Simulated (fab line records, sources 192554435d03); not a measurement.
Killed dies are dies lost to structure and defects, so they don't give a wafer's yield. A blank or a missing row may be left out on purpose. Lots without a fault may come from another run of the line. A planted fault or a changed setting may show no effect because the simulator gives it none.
fab line records | flow n5_finfet | part 2 of 2: steps 21 to 29 of 29
record lots=5 wafers=15 last_day=18
route steps=1938 shown BEOL_M3@975
lots that met no fault: from a run of the same line without faults
start_h: hours from the record's first day to the start of the lot's first wafer shown | wait_h: hours since the lot's step before | " the same as in the row above | L1.1+2: a row that stands for several wafers | - no value, or no start given | * or withheld: withheld | < > ~ a bound
route shown NAME@n: a module of which the file shows steps, and the number in the route of the first | usual: mean/standard deviation of fault-free wafers | same: alike in all rows | chamber/n: place in a boat | sites: the reading at each site | _std_site: their standard deviation | _edge_site: outer sites' mean less inner sites' | radius_mm: how far each site lies from the wafer's centre | mask NAME#n: copy n | behind: the tool/chamber that last shaped the wafer | hold: why the lot was held/for how many hours/how that ended | device: the transistor (n, p or np) that didn't switch | end of line: the same wafers' tests at the end of the route | a step without rows: its recipe alone | killed: dies lost to structure and defects at the first sort, not the wafer's yield | map: a wafer's dies, x killed, . not, _ none there
set.NAME: the setting as run; set.NAME@STEP: as run at that earlier step | model.NAME: the simulator's own value behind a step, which no gauge read
lots at some steps of the route; a table a step, a row a wafer
services: from which hour (start_h, from the record's first day; less than 0 if before it) a tool's chamber was out of use, for how many hours, and why
## steps
# step N5_BEOL_M3_ANNEAL_49
# recipe temp_c=400 time_s=240 ambient=vacuum
# usual heater_power_w=854/55
# same time_s=240
# columns lot.wafer tool chamber start_h wait_h heater_power_w
L075.3 pvd_sputter-01 - 174.49 0.0 835
L075.5 " - " " 852
L075.6 " - " " 788
L092.1 pvd_sputter-03 - 277.23 0.0 857
L092.2 " - " " 933
L092.4 " - " " 790
L095.1 pvd_sputter-03 - 282.29 0.0 934
L095.5 " - " " 849
L095.6 " - " " 802
L096.1 pvd_sputter-02 - 287.38 0.0 878
L096.5 " - " " 943
L096.6 " - " " 848
L097.1 pvd_sputter-01 - 299.02 0.0 831
L097.3 " - " " 862
L097.6 " - " " 781
# step N5_BEOL_M3_SPUTTER_79
# recipe material=Cu target_thk_a=45 temp_c=-20 chamber_pressure_pa=0.07 power_w=withheld time_s=8.29
# usual chuck_gas_flow_sccm=1.26/0.051 throttle_valve_pct=30.0/1
# same time_s=8.29
# columns lot.wafer tool chamber start_h wait_h chuck_gas_flow_sccm throttle_valve_pct
L075.3 pvd_sputter-01 - 174.63 0.1 1.29 29.0
L075.5 " - " " 1.22 29.4
L075.6 " - " " 1.24 30.3
L092.1 pvd_sputter-03 - 277.37 0.1 1.39 31.0
L092.2 " - " " 1.29 29.0
L092.4 " - " " 1.23 30.3
L095.1 pvd_sputter-03 - 282.43 0.1 1.25 30.3
L095.5 " - " " 1.26 31.1
L095.6 " - " " 1.24 30.2
L096.1 pvd_sputter-02 - 287.52 0.1 1.36 28.3
L096.5 " - " " 1.29 32.8
L096.6 " - " " 1.26 28.8
L097.1 pvd_sputter-01 - 299.16 0.1 1.25 29.2
L097.3 " - " " 1.28 30.0
L097.6 " - " " 1.23 30.3
# step N5_BEOL_M3_ANNEAL_80
# recipe temp_c=400 time_s=240 ambient=vacuum
# usual heater_power_w=854/54
# same time_s=240
# columns lot.wafer tool chamber start_h wait_h heater_power_w
L075.3 pvd_sputter-01 - 174.71 0.0 806
L075.5 " - " " 843
L075.6 " - " " 778
L092.1 pvd_sputter-03 - 277.45 0.0 857
L092.2 " - " " 936
L092.4 " - " " 804
L095.1 pvd_sputter-03 - 282.51 0.0 924
L095.5 " - " " 862
L095.6 " - " " 795
L096.1 pvd_sputter-02 - 287.60 0.0 906
L096.5 " - " " 927
L096.6 " - " " 860
L097.1 pvd_sputter-01 - 299.24 0.0 850
L097.3 " - " " 841
L097.6 " - " " 790
# step N5_BEOL_M3_SPUTTER_81
# recipe material=Cu target_thk_a=45 temp_c=-20 chamber_pressure_pa=0.07 power_w=withheld time_s=8.29
# usual chuck_gas_flow_sccm=1.26/0.052 throttle_valve_pct=30.0/1.1
# same time_s=8.29
# columns lot.wafer tool chamber start_h wait_h chuck_gas_flow_sccm throttle_valve_pct
L075.3 pvd_sputter-01 - 174.85 0.1 1.27 29.0
L075.5 " - " " 1.37 29.5
L075.6 " - " " 1.14 30.2
L092.1 pvd_sputter-03 - 277.59 0.1 1.27 31.0
L092.2 " - " " 1.29 29.3
L092.4 " - " " 1.26 30.5
L095.1 pvd_sputter-03 - 282.65 0.1 1.19 30.2
L095.5 " - " " 1.27 31.0
L095.6 " - " " 1.34 30.1
L096.1 pvd_sputter-02 - 287.74 0.1 1.25 28.2
L096.5 " - " " 1.30 32.9
L096.6 " - " " 1.26 28.5
L097.1 pvd_sputter-01 - 299.38 0.1 1.25 29.0
L097.3 " - " " 1.28 29.9
L097.6 " - " " 1.19 30.2
# step N5_BEOL_M3_ANNEAL_82
# recipe temp_c=400 time_s=240 ambient=vacuum
# usual heater_power_w=854/52
# same time_s=240
# columns lot.wafer tool chamber start_h wait_h heater_power_w
L075.3 pvd_sputter-01 - 174.93 0.0 823
L075.5 " - " " 862
L075.6 " - " " 776
L092.1 pvd_sputter-03 - 277.67 0.0 856
L092.2 " - " " 901
L092.4 " - " " 808
L095.1 pvd_sputter-03 - 282.73 0.0 918
L095.5 " - " " 879
L095.6 " - " " 820
L096.1 pvd_sputter-02 - 287.82 0.0 897
L096.5 " - " " 934
L096.6 " - " " 845
L097.1 pvd_sputter-01 - 299.46 0.0 800
L097.3 " - " " 852
L097.6 " - " " 768
# step N5_BEOL_M3_SPUTTER_86
# recipe material=Cu target_thk_a=45 temp_c=-20 chamber_pressure_pa=0.07 power_w=withheld time_s=8.29
# usual chuck_gas_flow_sccm=1.27/0.055 throttle_valve_pct=30.1/1
# same time_s=8.29
# columns lot.wafer tool chamber start_h wait_h chuck_gas_flow_sccm throttle_valve_pct
L075.3 pvd_sputter-01 - 175.07 0.1 1.18 29.0
L075.5 " - " " 1.21 29.5
L075.6 " - " " 1.34 30.4
L092.1 pvd_sputter-03 - 277.81 0.1 1.27 31.1
L092.2 " - " " 1.34 29.4
L092.4 " - " " 1.29 30.2
L095.1 pvd_sputter-03 - 282.87 0.1 1.24 30.1
L095.5 " - " " 1.27 31.2
L095.6 " - " " 1.32 30.3
L096.1 pvd_sputter-02 - 287.96 0.1 1.30 28.2
L096.5 " - " " 1.36 32.8
L096.6 " - " " 1.24 29.0
L097.1 pvd_sputter-01 - 299.60 0.1 1.30 29.1
L097.3 " - " " 1.29 30.2
L097.6 " - " " 1.23 30.2
# step N5_BEOL_M3_ANNEAL_87
# recipe temp_c=400 time_s=240 ambient=vacuum
# usual heater_power_w=855/55
# same time_s=240
# columns lot.wafer tool chamber start_h wait_h heater_power_w
L075.3 pvd_sputter-01 - 175.15 0.0 810
L075.5 " - " " 858
L075.6 " - " " 773
L092.1 pvd_sputter-03 - 277.89 0.0 840
L092.2 " - " " 913
L092.4 " - " " 809
L095.1 pvd_sputter-03 - 282.95 0.0 922
L095.5 " - " " 856
L095.6 " - " " 808
L096.1 pvd_sputter-02 - 288.04 0.0 918
L096.5 " - " " 957
L096.6 " - " " 831
L097.1 pvd_sputter-01 - 299.68 0.0 833
L097.3 " - " " 858
L097.6 " - " " 794
# step N5_BEOL_M3_SPUTTER_88
# recipe material=Cu target_thk_a=45 temp_c=-20 chamber_pressure_pa=0.07 power_w=withheld time_s=8.29
# usual chuck_gas_flow_sccm=1.27/0.052 throttle_valve_pct=30.0/1
# same time_s=8.29
# columns lot.wafer tool chamber start_h wait_h chuck_gas_flow_sccm throttle_valve_pct
L075.3 pvd_sputter-01 - 175.29 0.1 1.13 29.2
L075.5 " - " " 1.25 29.5
L075.6 " - " " 1.32 30.3
L092.1 pvd_sputter-03 - 278.03 0.1 1.31 31.2
L092.2 " - " " 1.24 29.3
L092.4 " - " " 1.28 30.5
L095.1 pvd_sputter-03 - 283.09 0.1 1.30 30.3
L095.5 " - " " 1.28 31.1
L095.6 " - " " 1.32 30.3
L096.1 pvd_sputter-02 - 288.18 0.1 1.36 28.2
L096.5 " - " " 1.27 32.7
L096.6 " - " " 1.20 29.0
L097.1 pvd_sputter-01 - 299.82 0.1 1.31 29.1
L097.3 " - " " 1.34 29.9
L097.6 " - " " 1.27 30.3
# step N5_BEOL_M3_ANNEAL_89
# recipe temp_c=400 time_s=240 ambient=vacuum
# usual heater_power_w=854/54
# same time_s=240
# columns lot.wafer tool chamber start_h wait_h heater_power_w
L075.3 pvd_sputter-01 - 175.37 0.0 810
L075.5 " - " " 859
L075.6 " - " " 778
L092.1 pvd_sputter-03 - 278.11 0.0 846
L092.2 " - " " 910
L092.4 " - " " 776
L095.1 pvd_sputter-03 - 283.17 0.0 937
L095.5 " - " " 836
L095.6 " - " " 813
L096.1 pvd_sputter-02 - 288.26 0.0 891
L096.5 " - " " 953
L096.6 " - " " 867
L097.1 pvd_sputter-01 - 299.90 0.0 823
L097.3 " - " " 861
L097.6 " - " " 757
## services
# columns tool chamber start_h hours kind
ald_metal-02 0 171.75 3.5 repair
ald_metal-03 1 180.96 17.3 repair
rie_diel-01 2 187.71 - clean
rie_diel-01 2 187.71 - consumable_replace:focus_ring
rie_diel-01 2 187.71 28.1 scheduled_down
rie_diel-01 2 187.71 28.1 vent_cycle
ald_metal-02 1 208.12 19.5 repair
rie_diel-01 3 229.61 8.4 repair
cvd_co-01 - 242.95 0.5 repair
wet_bench-03 - 249.59 3.8 repair
ald_metal-03 1 249.96 19.5 repair
rie_diel-03 2 257.83 5.3 repair
rie_diel-02 0 263.58 - clean
rie_diel-02 0 263.58 - consumable_replace:focus_ring
rie_diel-02 0 263.58 23.1 scheduled_down
rie_diel-02 0 263.58 23.1 vent_cycle
cvd_co-02 - 270.30 0.4 repair
pvd_sputter-02 - 281.56 1.6 repair
rie_diel-02 2 290.18 - clean
rie_diel-02 2 290.18 - consumable_replace:focus_ring
rie_diel-03 2 297.32 - clean
rie_diel-03 2 297.32 - consumable_replace:focus_ring
rie_diel-03 2 297.32 15.2 scheduled_down
rie_diel-03 2 297.32 15.2 vent_cycle
